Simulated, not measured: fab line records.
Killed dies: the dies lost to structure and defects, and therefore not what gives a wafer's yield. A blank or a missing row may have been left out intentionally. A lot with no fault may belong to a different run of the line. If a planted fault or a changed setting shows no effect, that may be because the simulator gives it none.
What tool caused it?    flow nandHarc    12 lots, 36 wafers sampled, at 4 steps of a route of 1159

WHAT THE GAUGES SHOWED, per wafer
NHARC_P_M0_OVL_MEAS_10: pitch 180 nm.
lot   measured      on          overlayXNm (nm)
L077  day 6 14:52   overlay-01  0.7 1.0 1.1
L078  day 6 18:34   overlay-02  0.1 0.0 -0.5
L079  day 7 09:36   overlay-02  -0.7 -0.4 0.0
L081  day 7 13:29   overlay-01  1.0 0.2 0.7
L083  day 8 07:07   overlay-01  0.2 -0.1 -0.2
L086  day 9 00:07   overlay-02  0.7 1.1 1.0
L085  day 9 10:10   overlay-01  -0.5 0.7 -0.2
L089  day 9 15:08   overlay-01  -0.4 -0.2 -0.1
L091  day 9 23:09   overlay-01  0.8 0.6 0.7
L092  day 10 09:15  overlay-01  0.3 0.6 0.7
L096  day 11 02:08  overlay-02  0.6 1.0 0.9
L097  day 12 01:41  overlay-02  -1.7 -1.6 -1.7

EACH LOT AND THE TOOL THAT RAN IT (in order: tool; ch and the chambers of the sampled wafers; start)
lot   NHARC_P_GATE_DEP_103             NHARC_P_GATE_DESCUM_48             NHARC_P_GATE_RTA_64
L077  pecvd-03 ch 0,1,2, day 5 07:06   rieDiel-12 ch 1,2,3, day 5 19:55   rtpAnneal-02 ch 0, day 6 01:09
L078  pecvd-01 ch 1,2, day 5 17:32     rieDiel-12 ch 1,2,3, day 6 06:21   rtpAnneal-01 ch 0, day 6 11:13
L079  pecvd-01 ch 0,1,2, day 6 02:19   rieDiel-12 ch 0,1,2, day 6 15:00   rtpAnneal-02 ch 0, day 6 20:10
L081  pecvd-02 ch 0,1,2, day 6 11:47   rieDiel-13 ch 0,1, day 7 00:39     rtpAnneal-01 ch 0, day 7 06:06
L083  pecvd-03 ch 0,1,2, day 7 03:17   rieDiel-12 ch 0,2, day 7 16:03     rtpAnneal-02 ch 0, day 7 21:02
L086  pecvd-03 ch 0,1,2, day 7 21:05   rieDiel-12 ch 1,3, day 8 09:58     rtpAnneal-02 ch 0, day 8 15:40
L085  pecvd-01 ch 0,2, day 7 21:46     rieDiel-12 ch 0,1,3, day 8 15:53   rtpAnneal-02 ch 0, day 8 21:22
L089  pecvd-03 ch 0,1, day 8 05:56     rieDiel-13 ch 2,3, day 8 19:18     rtpAnneal-01 ch 0, day 9 01:30
L091  pecvd-02 ch 1,2, day 8 22:14     rieDiel-09 ch 2,3, day 9 10:58     rtpAnneal-02 ch 0, day 9 16:10
L092  pecvd-03 ch 0,1,2, day 9 08:08   rieDiel-12 ch 1,2,3, day 9 20:48   rtpAnneal-01 ch 0, day 10 02:06
L096  pecvd-03 ch 0,1,2, day 9 21:06   rieDiel-12 ch 0,1,2, day 10 10:07  rtpAnneal-02 ch 0, day 10 15:08
L097  pecvd-02 ch 0,1,2, day 10 15:55  rieDiel-12 ch 0,1,2, day 11 04:35  rtpAnneal-02 ch 0, day 11 09:43
- NHARC_P_GATE_DEP_103: deposits SiON, target thk 30 nm.
- NHARC_P_GATE_DESCUM_48: chemistry O2, time 3 s.
- NHARC_P_GATE_RTA_64: time 1 s.

THE ANSWER, worked out from the rows above alone
Rule: what is usual is taken from the lots themselves. Put in order of their means at a reading, lots are off if they are a third of the lots or fewer, leave a main group of 4 or more, and stand apart from it by a gap of 3 or more times the standard deviation of the main group's means; of several such gaps the widest counts. A main group whose means are all the same, to the digits that the tables above print for the reading, isn't used. Also off: a lot with no number at a reading for which 4 or more lots have one. Any other lot the step has rows for is counted as sound.
None of the lots is off at any reading shown; this tells nothing.

WHAT THE SIMULATOR PUT IN
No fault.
